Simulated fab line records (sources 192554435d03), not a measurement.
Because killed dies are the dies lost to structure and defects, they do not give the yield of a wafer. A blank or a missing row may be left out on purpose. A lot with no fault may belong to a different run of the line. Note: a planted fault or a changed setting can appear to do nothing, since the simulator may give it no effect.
Chamber matching || flow n5 finfet || 4 sister chambers for N5_BEOL_M7_ETCH_65 on rie diel-01
The step etches SiARC in CF4, target depth 15.6 nm, time 26 s. 4 wafers are shown with their chamber, then 7 later ones without.

## WAFERS PAIRED WITH THEIR CHAMBERS
{"wafer": "L083.1", "chamber": 1, "showerhead plenum p Torr (Torr)": 2.26}
{"wafer": "L083.4", "chamber": 2, "showerhead plenum p Torr (Torr)": 2.19}
{"wafer": "L084.2", "chamber": 0, "showerhead plenum p Torr (Torr)": 2.21}
{"wafer": "L084.4", "chamber": 3, "showerhead plenum p Torr (Torr)": 2.08}

## WAFERS MISSING THEIR CHAMBER
{"wafer": "L084.6", "showerhead plenum p Torr (Torr)": 2.26}
{"wafer": "L086.1", "showerhead plenum p Torr (Torr)": 2.26}
{"wafer": "L086.3", "showerhead plenum p Torr (Torr)": 2.21}
{"wafer": "L086.5", "showerhead plenum p Torr (Torr)": 2.21}
{"wafer": "L097.4", "showerhead plenum p Torr (Torr)": 2.20}
{"wafer": "L097.5", "showerhead plenum p Torr (Torr)": 2.19}
{"wafer": "L097.6", "showerhead plenum p Torr (Torr)": 2.07}

## WHICH CHAMBER EACH WENT THROUGH
{"wafer": "L084.6", "from the rows above": 1, "in truth": 1}
{"wafer": "L086.1", "from the rows above": 1, "in truth": 1}
{"wafer": "L086.3", "from the rows above": 0, "in truth": 0}
{"wafer": "L086.5", "from the rows above": 0, "in truth": 0}
{"wafer": "L097.4", "from the rows above": "can't be placed: 0 or 2", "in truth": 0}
{"wafer": "L097.5", "from the rows above": 2, "in truth": 2}
{"wafer": "L097.6", "from the rows above": 3, "in truth": 3}
Correctly placed: 6 of 7. These rows do not allow placing 1 (true chamber among the candidates in 1). Placed wrongly: 0.
How it was worked out, from the rows above alone: a wafer's distance from a chamber is the root of the sum, over the readings, of the square of ((its reading less the chamber's mean) divided by the reading's scatter). If the next closest chamber is less than 2 further off than the closest, the wafer can't be placed; otherwise it belongs to the closest. For every chamber, the mean is computed from those of its wafers that are shown. The scatter (one wafer shown for each chamber): square how far every hidden wafer sits from the nearest shown wafer, average those squares and take the square root.
